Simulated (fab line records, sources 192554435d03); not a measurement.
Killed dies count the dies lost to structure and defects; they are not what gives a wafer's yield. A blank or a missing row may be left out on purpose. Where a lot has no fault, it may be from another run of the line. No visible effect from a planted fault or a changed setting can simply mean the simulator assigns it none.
A lot that was struck, set against a sound lot + flow n5 finfet + 15 steps out of a route of 1938
Sound: wafers L308.2, L308.4, L308.6. Struck: wafer L298.3; the same lot's L298.5 was not struck, so it is left out; see the end for the cause.
For every step that has rows: the tool of each side, followed by ch and its chambers, followed by its first start. Under that, the readings that differ: sound wafers + struck wafers + difference of the means + sigmas: that difference in standard deviations of wafers without a fault.
alike: words and numbers the same on both sides, and readings whose means are apart by under 2 such deviations; not compared: readings that were withheld, readings missing a value for some wafer, numbers with overlapping values and no deviation given by the record, and bounds like >300 which may hide the same value.
Wherever a step has rows on one side only, a row that says differs or no value, or a row with sigmas, the two part there. Numbers that have no deviation but don't overlap get no sigmas and don't part them. Lack of a reading on every wafer of one side parts them only where that side has two or more wafers.

first, 8 steps without rows for these wafers: N5_BEOL_M10_COAT_59 (time 60 s, resist thk 100 nm); N5_BEOL_M10_COAT_60 (time 60 s, resist thk 30 nm); N5_BEOL_M10_COAT_05 (resist thk 90 nm); N5_BEOL_M10_EBR_07; N5_BEOL_M10_SOFTBAKE_06 (time 60 s); N5_BEOL_M10_EXPOSE_08 (exposes mask M10); N5_BEOL_M10_PEB_09 (peb time 60 s); N5_BEOL_M10_DEVELOP_10 (develop time 30 s).
N5_BEOL_M10_CD_MEAS_11: the cd target is 64.1 nm.
  sound on cd sem-01 ch 0, day 16 10:53; struck on cd sem-02 ch 0, day 14 00:03
  alike: cd nm
N5_BEOL_M10_OVL_MEAS_12:
  sound on overlay-01 ch 0, day 16 10:55; struck on overlay-02 ch 0, day 14 00:04
  alike: M10_OVL
N5_BEOL_M10_INSPECT_13: inspects for defects (brightfield).
  struck on defect inspect-02, day 14 00:06; sound on defect inspect-01, day 16 10:56
  alike: raw defect count
N5_BEOL_M10_DESCUM_16: chemistry O2, time 7.9 s.
  sound on rie diel-04 ch 1,3, day 16 11:08; struck on rie diel-03 ch 1, day 14 00:10
  alike: drypump motor current A, oes product au, rf vpp V, showerhead plenum p Torr, throttle valve pct
  not compared: rf hours counter h
N5_BEOL_M10_ETCH_61: etches SiARC in CF4, target depth 39 nm, time 65 s.
  sound on rie diel-04 ch 1,3, day 16 11:10; struck on rie diel-03 ch 1, day 14 00:13
| reading               | sound          | struck | difference | sigmas |
|-----------------------|----------------|--------|------------|--------|
| etch rf on time s (s) | 64.3 63.6 63.9 | 80.1   | +16.2      | +12    |
  alike: cf4 flow sccm, drypump motor current A, oes product au, rf vpp V, showerhead plenum p Torr, throttle valve pct
  not compared: rf hours counter h
N5_BEOL_M10_ETCH_62: etches SOC in N2/H2, target depth 110 nm, overetch 22 nm, time 165 s.
  sound on rie diel-04 ch 1,3, day 16 11:13; struck on rie diel-03 ch 1, day 14 00:16
  alike: drypump motor current A, oes product au, rf vpp V, showerhead plenum p Torr, throttle valve pct
  not compared: rf hours counter h
then, 1 step without rows for these wafers: N5_PASSIVATION_PROBE_49.

== WHERE THEY PART ==
N5_BEOL_M10_ETCH_61 only, going by this record. Later steps at which nothing parts them and some readings are alike: N5_BEOL_M10_ETCH_62.

WHY: what had been put in by the simulator
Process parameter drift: rie diel-03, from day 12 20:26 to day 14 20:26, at N5_BEOL_M10_ETCH_61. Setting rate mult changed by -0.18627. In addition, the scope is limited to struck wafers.
